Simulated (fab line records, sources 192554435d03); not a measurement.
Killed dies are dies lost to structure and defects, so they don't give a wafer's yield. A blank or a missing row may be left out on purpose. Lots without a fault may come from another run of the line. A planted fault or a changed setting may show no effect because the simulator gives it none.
Chamber matching | flow n5_finfet | N5_BEOL_M12_CMP_49 on cmp-04: 4 sister chambers
The step polishes, stops on SiOC, t overpolish 20.6 s, target thk 320 nm. 16 wafers are shown with their chamber, then 8 later ones without.

WAFERS WITH THEIR CHAMBER
wafer  | chamber | motor_current_A (A) | overpolish_run_s (s) | barrier_field_endpoint_s (s)
L076.2 | 0       | 5.3                 | 20.581               | 31.5
L076.4 | 1       | 6.6                 | 20.598               | 32.0
L076.6 | 0       | 5.6                 | 20.601               | 30.6
L079.1 | 0       | 5.6                 | 20.582               | 31.3
L079.4 | 2       | 5.5                 | 20.610               | 32.7
L079.6 | 1       | 6.4                 | 20.604               | 31.8
L086.1 | 0       | 5.5                 | 20.610               | 29.4
L086.2 | 2       | 5.6                 | 20.604               | 30.5
L086.4 | 1       | 6.7                 | 20.598               | 30.5
L088.1 | 0       | 5.6                 | 20.600               | 30.1
L088.3 | 1       | 6.0                 | 20.598               | 31.8
L088.5 | 0       | 5.5                 | 20.597               | 30.1
L094.1 | 1       | 6.2                 | 20.598               | 31.1
L094.2 | 0       | 5.5                 | 20.590               | 30.1
L094.4 | 3       | 6.4                 | 20.589               | 31.6
L093.3 | 1       | 6.7                 | 20.603               | 31.3

SIGNATURES (means of the wafers above)
reading                  | chamber 0 | chamber 1 | chamber 2 | chamber 3 | scatter within a chamber
motor_current_A          | 5.514     | 6.433     | 5.550     | 6.400     | 0.201
overpolish_run_s         | 20.59443  | 20.59983  | 20.60700  | 20.58900  | 0.00783
barrier_field_endpoint_s | 30.443    | 31.417    | 31.600    | 31.600    | 0.781
Rule: a wafer's distance from a chamber is the root of the sum, over the readings, of the square of ((its reading less the chamber's mean) divided by the reading's scatter). The wafer belongs to the nearest chamber; if the next one is less than 2 further off, it can't be placed. The scatter: the root of (the sum of the squares of (reading less its chamber's mean) over the shown wafers, divided by (wafers less chambers)).

WAFERS WITHOUT THEIR CHAMBER
wafer  | motor_current_A (A) | overpolish_run_s (s) | barrier_field_endpoint_s (s)
L093.4 | 5.5                 | 20.615               | 30.7
L093.6 | 5.3                 | 20.613               | 30.1
L096.1 | 5.7                 | 20.597               | 29.7
L096.3 | 5.5                 | 20.595               | 31.1
L096.5 | 5.4                 | 20.594               | 30.0
L095.1 | 5.5                 | 20.610               | 29.1
L095.3 | 6.6                 | 20.608               | 31.3
L095.6 | 5.4                 | 20.602               | 31.0

WHICH CHAMBER EACH WENT THROUGH
wafer  | from the rows above     | in truth
L093.4 | can't be placed: 2 or 0 | 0
L093.6 | can't be placed: 2 or 0 | 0
L096.1 | can't be placed: 0 or 2 | 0
L096.3 | can't be placed: 0 or 2 | 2
L096.5 | can't be placed: 0 or 2 | 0
L095.1 | can't be placed: 0 or 2 | 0
L095.3 | can't be placed: 1 or 3 | 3
L095.6 | can't be placed: 2 or 0 | 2
Placed correctly: 0 of 8. Can't be placed from these rows: 8 (the true chamber is among the candidates in 8). Placed wrongly: 0.
